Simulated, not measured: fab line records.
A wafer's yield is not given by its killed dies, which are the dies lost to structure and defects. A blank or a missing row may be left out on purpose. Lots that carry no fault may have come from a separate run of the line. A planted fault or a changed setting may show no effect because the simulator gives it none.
Chamber matching | flow nand_harc | cmp-04 running NHARC_A_CONTACT_CMP_20: 4 sister chambers
The step polishes, t overpolish 30 s, target thk 300 nm. 8 wafers are shown with their chamber, then 7 later ones without.

## EACH WAFER AND ITS CHAMBER
wafer  | chamber | motor_current_A (A) | time_to_endpoint_s (s)
L145.4 | 1       | 11.1                | 55
L147.4 | 3       | 10.4                | 56
L147.6 | 2       | 12.5                | 58
L158.3 | 0       | 11.8                | 58
L158.4 | 3       | 10.0                | 59
L158.5 | 2       | 12.4                | 64
L160.2 | 0       | 11.9                | 59
L160.4 | 1       | 11.3                | 61

## WAFERS MISSING THEIR CHAMBER
wafer  | motor_current_A (A) | time_to_endpoint_s (s)
L160.6 | 10.4                | 62
L161.2 | 12.1                | 55
L161.3 | 10.0                | 60
L161.5 | 12.4                | 62
L166.3 | 12.5                | 61
L166.5 | 12.7                | 63
L166.6 | 11.0                | 63

## EACH ONE'S CHAMBER
wafer  | from the rows above     | in truth
L160.6 | 3                       | 3
L161.2 | can't be placed: 0 or 2 | 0
L161.3 | 3                       | 3
L161.5 | 2                       | 2
L166.3 | 2                       | 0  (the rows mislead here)
L166.5 | 2                       | 2
L166.6 | 1                       | 1
Correct placement for 5 of the 7. Unplaceable from these rows: 1, with the true chamber sitting among the candidates in 1. Wrongly placed: 1.
How it was worked out, from the rows above alone: a wafer's distance from a chamber is the root of the sum, over the readings, of the square of ((its reading less the chamber's mean) divided by the reading's scatter). The wafer belongs to the nearest chamber; if the next one is less than 2 further off, it can't be placed. Each chamber's mean is taken over the wafers shown for it. The scatter is the square root of a quotient: the sum, over the shown wafers, of each reading's squared deviation from its chamber's mean, divided by wafers minus chambers.
